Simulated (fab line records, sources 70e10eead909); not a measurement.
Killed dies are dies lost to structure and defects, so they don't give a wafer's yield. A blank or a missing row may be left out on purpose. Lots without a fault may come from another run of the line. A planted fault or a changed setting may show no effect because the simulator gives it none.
Chamber matching | flow nand_harc | NHARC_A_M1_DEP_33 on pecvd-01: 3 sister chambers
The step deposits SiCN, target thk 30 nm. 18 wafers are shown with their chamber, then 9 later ones without.

WAFERS WITH THEIR CHAMBER
wafer  | chamber | heater_power_w (W)
L080.1 | 0       | 576
L080.2 | 1       | 664
L080.5 | 1       | 690
L080.3 | 2       | 437
L080.4 | 2       | 449
L080.6 | 0       | 579
L084.1 | 2       | 472
L084.3 | 1       | 629
L084.4 | 0       | 663
L089.2 | 1       | 627
L089.4 | 0       | 637
L089.6 | 2       | 464
L085.1 | 1       | 606
L085.2 | 0       | 588
L085.3 | 2       | 483
L086.1 | 0       | 684
L086.3 | 1       | 693
L086.6 | 0       | 695

SIGNATURES (means of the wafers above)
reading        | chamber 0 | chamber 1 | chamber 2 | scatter within a chamber
heater_power_w | 631.71    | 651.50    | 461.00    | 39.5
Rule: a wafer's distance from a chamber is the root of the sum, over the readings, of the square of ((its reading less the chamber's mean) divided by the reading's scatter). The wafer belongs to the nearest chamber; if the next one is less than 2 further off, it can't be placed. The scatter: the root of (the sum of the squares of (reading less its chamber's mean) over the shown wafers, divided by (wafers less chambers)).

WAFERS WITHOUT THEIR CHAMBER
wafer  | heater_power_w (W)
L088.1 | 434
L088.2 | 640
L088.5 | 643
L093.3 | 666
L093.4 | 694
L093.6 | 630
L096.2 | 699
L096.3 | 688
L096.6 | 692

WHICH CHAMBER EACH WENT THROUGH
wafer  | from the rows above     | in truth
L088.1 | 2                       | 2
L088.2 | can't be placed: 0 or 1 | 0
L088.5 | can't be placed: 1 or 0 | 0
L093.3 | can't be placed: 1 or 0 | 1
L093.4 | can't be placed: 1 or 0 | 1
L093.6 | can't be placed: 0 or 1 | 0
L096.2 | can't be placed: 1 or 0 | 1
L096.3 | can't be placed: 1 or 0 | 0
L096.6 | can't be placed: 1 or 0 | 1
Placed correctly: 1 of 9. Can't be placed from these rows: 8 (the true chamber is among the candidates in 8). Placed wrongly: 0.
